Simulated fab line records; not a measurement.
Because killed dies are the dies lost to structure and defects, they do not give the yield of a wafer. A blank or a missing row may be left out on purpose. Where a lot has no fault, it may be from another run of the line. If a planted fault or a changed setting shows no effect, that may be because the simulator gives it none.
Matching of chambers | flow n5-finfet | 3 sister chambers for N5_BEOL_M7_DEP_56 on pecvd-01
The step deposits SiCN from 3MS/NH3, target thk 10 nm, time 17.5 s. 14 wafers are shown with their chamber, then 7 later ones without.

## WAFERS PAIRED WITH THEIR CHAMBERS
wafer  | chamber | throttle-valve-pct (%) | showerhead-plenum-p-Torr (Torr)
L074.2 | 0       | 9.4                    | 3.670
L074.3 | 1       | 8.8                    | 3.671
L074.4 | 2       | 8.8                    | 3.660
L079.1 | 0       | 9.5                    | 3.674
L079.4 | 2       | 8.7                    | 3.660
L079.6 | 1       | 8.9                    | 3.669
L081.3 | 2       | 8.7                    | 3.673
L081.5 | 2       | 8.8                    | 3.662
L081.6 | 0       | 9.7                    | 3.672
L087.1 | 0       | 9.8                    | 3.671
L087.2 | 1       | 8.5                    | 3.674
L087.3 | 2       | 8.7                    | 3.667
L089.1 | 0       | 9.8                    | 3.685
L089.4 | 1       | 8.8                    | 3.669

SIGNATURES, as means of the wafers listed above
reading                  | chamber 0 | chamber 1 | chamber 2 | scatter within a chamber
throttle-valve-pct       | 9.640     | 8.750     | 8.740     | 0.146
showerhead-plenum-p-Torr | 3.67440   | 3.67075   | 3.66440   | 0.00514
Rule: distance of a wafer from a chamber = root of the sum over the readings of ((wafer's reading minus chamber's mean) / reading's scatter) squared. The wafer belongs to the nearest chamber; if the next one is less than 2 further off, it can't be placed. The scatter is the square root of a quotient: the sum, over the shown wafers, of each reading's squared deviation from its chamber's mean, divided by wafers minus chambers.

## WAFERS WITHOUT THEIR CHAMBER
wafer  | throttle-valve-pct (%) | showerhead-plenum-p-Torr (Torr)
L089.6 | 9.4                    | 3.666
L090.2 | 8.7                    | 3.672
L090.3 | 8.8                    | 3.668
L090.6 | 9.0                    | 3.662
L096.1 | 9.1                    | 3.674
L096.3 | 9.6                    | 3.684
L096.6 | 8.9                    | 3.656

## THE CHAMBER EACH PASSED THROUGH
wafer  | from the rows above          | in truth
L089.6 | 0                            | 0
L090.2 | can't be placed: 1 or 2      | 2
L090.3 | can't be placed: 1 or 2      | 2
L090.6 | can't be placed: 2 or 1      | 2
L096.1 | can't be placed: 1 or 2 or 0 | 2
L096.3 | 0                            | 0
L096.6 | can't be placed: 2 or 1      | 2
Placed correctly: 2 of 7. Can't be placed from these rows: 5 (the true chamber is among the candidates in 5). Number placed wrongly: 0.
